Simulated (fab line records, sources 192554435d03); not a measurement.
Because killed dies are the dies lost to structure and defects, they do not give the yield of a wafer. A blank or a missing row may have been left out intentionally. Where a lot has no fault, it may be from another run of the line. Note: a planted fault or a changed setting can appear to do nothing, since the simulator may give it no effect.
Chamber matching    flow n5 finfet    N5_BEOL_M0_SAQP_ETCH_83 on rie diel-05: 4 sister chambers
The step etches SiARC in CF4, target depth 39 nm, time 65 s. 4 wafers are shown with their chamber, then 8 later ones without.

## WAFERS PAIRED WITH THEIR CHAMBERS
wafer   chamber  showerhead plenum p Torr (Torr)
L083.4  2        2.05
L088.1  0        2.20
L089.6  3        2.18
L090.2  1        2.21

## WAFERS WITHOUT THEIR CHAMBER
wafer   showerhead plenum p Torr (Torr)
L090.4  2.04
L090.6  2.21
L092.1  2.04
L092.2  2.18
L092.5  2.21
L095.2  2.19
L095.3  2.04
L095.5  2.21

## THE CHAMBER EACH PASSED THROUGH
wafer   from the rows above           in truth
L090.4  2                             2
L090.6  can't be placed: 1 or 0       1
L092.1  2                             2
L092.2  3                             3
L092.5  can't be placed: 1 or 0       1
L095.2  can't be placed: 3 or 0 or 1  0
L095.3  2                             2
L095.5  can't be placed: 1 or 0       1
Correctly placed: 4 of 8. Cannot be placed on the basis of these rows: 4; the candidates contain the true chamber in 4. Placed wrongly: 0.
How it was worked out, from the rows above alone: a wafer's distance from a chamber is the root of the sum, over the readings, of the square of ((its reading less the chamber's mean) divided by the reading's scatter). The wafer belongs to the nearest chamber; if the next one is less than 2 further off, it can't be placed. The mean given for a chamber averages the wafers shown for that chamber. The scatter (one wafer shown for each chamber): square how far every hidden wafer sits from the nearest shown wafer, average those squares and take the square root.
